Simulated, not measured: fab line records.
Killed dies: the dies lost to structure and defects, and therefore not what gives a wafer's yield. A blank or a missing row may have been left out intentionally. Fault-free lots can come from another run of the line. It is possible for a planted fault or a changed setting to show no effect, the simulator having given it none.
The tool behind it: which one? / flow n5-finfet / Sampling: 9 lots, 25 wafers, 4 of 1938 route steps

## WHAT THE GAUGES READ, wafer by wafer
N5_BEOL_M5_OCD_MEAS_38.
lot=L888; measured=day 8 18:05; on=ocd-02; trench-depth-nm (nm)=75.7 69.6 71.6
lot=L887; measured=day 9 05:36; on=ocd-01; trench-depth-nm (nm)=71.0 72.5 71.7
lot=L892; measured=day 9 20:13; on=ocd-02; trench-depth-nm (nm)=69.7 70.3 68.5
lot=L894; measured=day 10 08:58; on=ocd-02; trench-depth-nm (nm)=72.1 70.0 71.5
lot=L893; measured=day 10 15:05; on=ocd-02; trench-depth-nm (nm)=70.1 69.9 72.1
lot=L896; measured=day 10 19:12; on=ocd-02; trench-depth-nm (nm)=73.8 72.9 72.6
lot=L905; measured=day 13 09:34; on=ocd-02; trench-depth-nm (nm)=69.1 70.9
lot=L907; measured=day 13 13:24; on=ocd-02; trench-depth-nm (nm)=72.5 95.8
lot=L909; measured=day 14 07:44; on=ocd-02; trench-depth-nm (nm)=68.5 96.4 69.9

## EACH LOT AND THE TOOL THAT RAN IT (in order: tool; ch and the chambers of the sampled wafers; start)
lot=L888; N5_BEOL_M5_ETCH_67=rie-diel-05 ch 0,2,3, day 8 17:43; N5_BEOL_M5_TRENCH_ETCH_37=rie-diel-05 ch 0,2,3, day 8 17:56; N5_BEOL_M5_ETCH_41=rie-diel-05 ch 0,2,3, day 8 18:05 or earlier
lot=L887; N5_BEOL_M5_ETCH_67=rie-diel-06 ch 1,2,3, day 9 05:14; N5_BEOL_M5_TRENCH_ETCH_37=rie-diel-06 ch 1,2,3, day 9 05:27; N5_BEOL_M5_ETCH_41=rie-diel-06 ch 1,2,3, day 9 05:36 or earlier
lot=L892; N5_BEOL_M5_ETCH_67=rie-diel-06 ch 0,1,2, day 9 19:50; N5_BEOL_M5_TRENCH_ETCH_37=rie-diel-06 ch 0,1,2, day 9 20:03; N5_BEOL_M5_ETCH_41=rie-diel-06 ch 0,1,2, day 9 20:13 or earlier
lot=L894; N5_BEOL_M5_ETCH_67=rie-diel-06 ch 0,2, day 10 08:35; N5_BEOL_M5_TRENCH_ETCH_37=rie-diel-06 ch 0,2, day 10 08:49; N5_BEOL_M5_ETCH_41=rie-diel-06 ch 0,2, day 10 08:58 or earlier
lot=L893; N5_BEOL_M5_ETCH_67=rie-diel-06 ch 1,2,3, day 10 14:43; N5_BEOL_M5_TRENCH_ETCH_37=rie-diel-06 ch 1,2,3, day 10 14:55; N5_BEOL_M5_ETCH_41=rie-diel-06 ch 1,2,3, day 10 15:05 or earlier
lot=L896; N5_BEOL_M5_ETCH_67=rie-diel-02 ch 1,3, day 10 18:50; N5_BEOL_M5_TRENCH_ETCH_37=rie-diel-02 ch 1,3, day 10 19:03; N5_BEOL_M5_ETCH_41=rie-diel-02 ch 1,3, day 10 19:12 or earlier
lot=L905; N5_BEOL_M5_ETCH_67=rie-diel-05 ch 2,3, day 13 09:13; N5_BEOL_M5_TRENCH_ETCH_37=rie-diel-05 ch 2,3, day 13 09:25; N5_BEOL_M5_ETCH_41=rie-diel-05 ch 2,3, day 13 09:34 or earlier
lot=L907; N5_BEOL_M5_ETCH_67=rie-diel-06 ch 3, day 13 13:01; N5_BEOL_M5_TRENCH_ETCH_37=rie-diel-06 ch 3, day 13 13:14; N5_BEOL_M5_ETCH_41=rie-diel-06 ch 3, day 13 13:24 or earlier
lot=L909; N5_BEOL_M5_ETCH_67=rie-diel-06 ch 0,1,2, day 14 07:22; N5_BEOL_M5_TRENCH_ETCH_37=rie-diel-06 ch 0,1,2, day 14 07:35; N5_BEOL_M5_ETCH_41=rie-diel-06 ch 0,1,2, day 14 07:44 or earlier
- N5_BEOL_M5_ETCH_67: etches SiARC in CF4, target depth 15.6 nm, time 26 s.
- N5_BEOL_M5_TRENCH_ETCH_37: etches SiCOH lowk in C4F6/O2, target depth 71.652 nm, time 24.7 s.
- N5_BEOL_M5_ETCH_41: etches SiCN in CH3F/O2, target depth 31.5 nm, time 56.7 s.

## THE ANSWER, worked out from the rows above alone
Rule: usual is defined by the lots themselves. The widest of any qualifying gaps counts: lots, ordered by their means at a reading, are off when they make up no more than a third of the lots, leave a main group of 4 or more, and stand apart from it by 3 or more times the standard deviation of that group's means. A main group whose means are all the same, to the digits that the tables above print for the reading, isn't used. Also off: a lot with no number at a reading for which 4 or more lots have one. Any other lot the step has rows for is counted as sound.
Off: L907, L909, at N5_BEOL_M5_OCD_MEAS_38 (trench-depth-nm). The main group: mean 71.2 nm, standard deviation 1.2.
If a tool, at a process step before that reading, ran all the lots that are off and no sound lot after the first of them, it fits. Those tools and the gauges at N5_BEOL_M5_OCD_MEAS_38 are tried in the same way. Because N5_BEOL_M5_ETCH_41 lacks a start for some lots, the hours and order of its lots are taken from N5_BEOL_M5_OCD_MEAS_38. 2 tools fit, rie-diel-06 at N5_BEOL_M5_ETCH_67 and N5_BEOL_M5_TRENCH_ETCH_37 and N5_BEOL_M5_ETCH_41 and ocd-02 at N5_BEOL_M5_OCD_MEAS_38, so this cannot tell which one it is.

## WHAT THE SIMULATOR HAD PUT IN
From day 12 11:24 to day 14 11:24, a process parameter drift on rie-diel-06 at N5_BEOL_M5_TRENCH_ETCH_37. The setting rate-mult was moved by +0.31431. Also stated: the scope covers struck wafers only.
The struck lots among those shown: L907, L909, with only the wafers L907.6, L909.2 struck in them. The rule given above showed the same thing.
